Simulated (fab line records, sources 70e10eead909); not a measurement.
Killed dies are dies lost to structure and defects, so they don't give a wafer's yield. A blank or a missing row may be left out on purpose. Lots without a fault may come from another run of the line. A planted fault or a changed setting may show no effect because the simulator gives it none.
A struck lot beside a sound one | flow nand_harc | 15 steps out of a route of 1159
Sound: wafers L914.3, L914.4, L914.5. Struck: wafers L919.1, L919.2, L919.3. The cause comes at the end.
At each step with rows: each side's tool, then ch and its chambers, then its first start. Under that, the readings that differ: sound wafers | struck wafers | difference of the means | sigmas: that difference in standard deviations of wafers without a fault.
alike: readings whose means differ by less than 2 such deviations, and words and numbers that are the same on both sides. not compared: withheld readings, readings that some wafer has no value for, bounds like >300 that may hide the same value, and numbers for which the record gives no deviation and whose values overlap.
The two part at a step that has a row with sigmas, a row that says differs or no value, or rows on one side only. Numbers that don't overlap but have no deviation are shown without sigmas and don't part them. A reading that every wafer of one side lacks parts them only if that side has two wafers or more.

first, 7 steps without rows for these wafers: NHARC_A_SGD_CUT_COAT_57 (time 65 s); NHARC_A_SGD_CUT_COAT_03 (resist thk 90 nm); NHARC_A_SGD_CUT_SOFTBAKE_04 (time 55 s); NHARC_A_SGD_CUT_EBR_05; NHARC_A_SGD_CUT_EXPOSE_06 (exposes mask SGD); NHARC_A_SGD_CUT_PEB_07 (peb time 65 s); NHARC_A_SGD_CUT_DEVELOP_08 (develop time 35 s).
NHARC_A_SGD_CUT_CD_MEAS_09: target cd 100 nm.
  sound on cd_sem-01 ch 0, day 14 14:02; struck on cd_sem-01 ch 0, day 16 06:50
  alike: cd_nm
NHARC_A_SGD_CUT_OVL_MEAS_10:
  sound on overlay-02, day 14 14:08; struck on overlay-02, day 16 06:56
  reading           | sound       | struck         | difference | sigmas
  overlay_y_nm (nm) | 0.2 0.3 0.5 | -1.2 -1.8 -2.1 | -2.0       | -2
  alike: overlay_x_nm
NHARC_A_SGD_CUT_INSPECT_11:
  sound on defect_inspect-02, day 14 14:10; struck on defect_inspect-02, day 16 06:58
  alike: raw_defect_count
NHARC_A_SGD_CUT_DESCUM_14: chemistry O2, time 3 s.
  sound on rie_diel-12 ch 2,3, day 14 14:14; struck on rie_diel-03 ch 0,1,3, day 16 07:01
  alike: drypump_motor_current_A, oes_product_au, rf_vpp_V, showerhead_plenum_p_Torr, throttle_valve_pct
  not compared: rf_hours_counter_h
NHARC_A_SGD_CUT_ETCH_58: etches the open film in CF4, target depth 39 nm, time 65 s.
  sound on rie_diel-12 ch 0,3, day 14 14:20; struck on rie_diel-03 ch 1,2,3, day 16 07:07
  alike: bias_w, cf4_flow_sccm, drypump_motor_current_A, oes_product_au, rf_vpp_V, showerhead_plenum_p_Torr, throttle_valve_pct
  not compared: rf_hours_counter_h
NHARC_A_SGD_CUT_ETCH_59: etches the open film in N2/H2, target depth 260 nm, time 406.25 s.
  sound on rie_diel-12 ch 0,2, day 14 14:31; struck on rie_diel-03 ch 0,1,3, day 16 07:12
  no value came back on the struck wafers for any of 8 readings (bias_w (W), chamber_pressure_mTorr (mTorr) and others); on the sound wafers bias_w (W) reads 150.9 149.2 149.9
  not compared: rf_hours_counter_h
NHARC_A_SGD_CUT_ETCH_15: etches the open film in CH3F/O2, target depth 75 nm, time 64.3 s.
  sound on rie_diel-12 ch 2,3; struck on rie_diel-03 ch 1,2,3
  alike: bias_w, ch3f_flow_sccm, drypump_motor_current_A, oes_product_au, rf_vpp_V, showerhead_plenum_p_Torr, throttle_valve_pct
  not compared: rf_hours_counter_h
-- the record jumps here: 6 days lie between the struck wafers' starts before and after (it left off in module A_SGD_CUT and takes up again in module END, whose first step shown is number 1159 of the route) --
NHARC_END_SORT_01:
  the record has rows for the struck wafers here (prober-01 ch 0, day 21 20:55) and none for the sound ones

WHERE THEY PART
First at NHARC_A_SGD_CUT_OVL_MEAS_10; last, within this record, at NHARC_END_SORT_01.

WHY: what the simulator had put in
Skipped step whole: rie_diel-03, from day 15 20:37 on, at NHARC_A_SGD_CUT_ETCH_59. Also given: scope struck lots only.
